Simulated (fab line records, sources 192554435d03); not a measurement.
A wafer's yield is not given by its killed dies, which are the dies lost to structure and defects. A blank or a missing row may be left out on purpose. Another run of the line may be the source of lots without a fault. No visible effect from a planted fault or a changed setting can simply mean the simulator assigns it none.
Chamber matching || flow n5Finfet || N5_FIN_SAQP_SPACER2_ALD_28 on aldSin-03 has 4 sister chambers
The step deposits SiO2, target thk 8.1 nm, pulse time 1 s, purge time 2 s. 8 wafers are shown with their chamber, then 8 later ones without.

WAFERS WITH THEIR CHAMBER
{"wafer": "L077.5", "chamber": 1, "heaterPowerW (W)": 419, "precursorPulseHeightRel": 0.984}
{"wafer": "L077.6", "chamber": 0, "heaterPowerW (W)": 501, "precursorPulseHeightRel": 1.032}
{"wafer": "L084.4", "chamber": 2, "heaterPowerW (W)": 495, "precursorPulseHeightRel": 0.962}
{"wafer": "L084.5", "chamber": 3, "heaterPowerW (W)": 458, "precursorPulseHeightRel": 1.003}
{"wafer": "L086.1", "chamber": 0, "heaterPowerW (W)": 513, "precursorPulseHeightRel": 0.982}
{"wafer": "L086.4", "chamber": 3, "heaterPowerW (W)": 469, "precursorPulseHeightRel": 0.981}
{"wafer": "L086.5", "chamber": 1, "heaterPowerW (W)": 425, "precursorPulseHeightRel": 0.996}
{"wafer": "L087.3", "chamber": 2, "heaterPowerW (W)": 505, "precursorPulseHeightRel": 0.987}

WAFERS WITHOUT THEIR CHAMBER
{"wafer": "L087.4", "heaterPowerW (W)": 469, "precursorPulseHeightRel": 1.022}
{"wafer": "L087.6", "heaterPowerW (W)": 515, "precursorPulseHeightRel": 1.065}
{"wafer": "L089.1", "heaterPowerW (W)": 474, "precursorPulseHeightRel": 0.981}
{"wafer": "L089.2", "heaterPowerW (W)": 429, "precursorPulseHeightRel": 1.014}
{"wafer": "L089.4", "heaterPowerW (W)": 498, "precursorPulseHeightRel": 1.012}
{"wafer": "L096.1", "heaterPowerW (W)": 434, "precursorPulseHeightRel": 1.025}
{"wafer": "L096.2", "heaterPowerW (W)": 474, "precursorPulseHeightRel": 1.001}
{"wafer": "L096.5", "heaterPowerW (W)": 475, "precursorPulseHeightRel": 0.973}

CHAMBER TAKEN BY EACH
{"wafer": "L087.4", "from the rows above": 3, "in truth": 3}
{"wafer": "L087.6", "from the rows above": "can't be placed: 0 or 2", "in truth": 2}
{"wafer": "L089.1", "from the rows above": 3, "in truth": 3}
{"wafer": "L089.2", "from the rows above": 1, "in truth": 1}
{"wafer": "L089.4", "from the rows above": "can't be placed: 0 or 2", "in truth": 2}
{"wafer": "L096.1", "from the rows above": 1, "in truth": 1}
{"wafer": "L096.2", "from the rows above": 3, "in truth": 3}
{"wafer": "L096.5", "from the rows above": "can't be placed: 3 or 2", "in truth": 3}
Placed correctly: 5 of 8. From these rows, 3 cannot be placed; in 3 the true chamber is one of the candidates. 0 placed wrongly.
How it was worked out, from the rows above alone: a wafer's distance from a chamber is the root of the sum, over the readings, of the square of ((its reading less the chamber's mean) divided by the reading's scatter). If the next closest chamber is less than 2 further off than the closest, the wafer can't be placed; otherwise it belongs to the closest. The mean given for a chamber averages the wafers shown for that chamber. How the scatter is found: for the shown wafers, subtract from each reading the mean of its chamber, square and add these, divide the total by (wafers less chambers), then take the root.
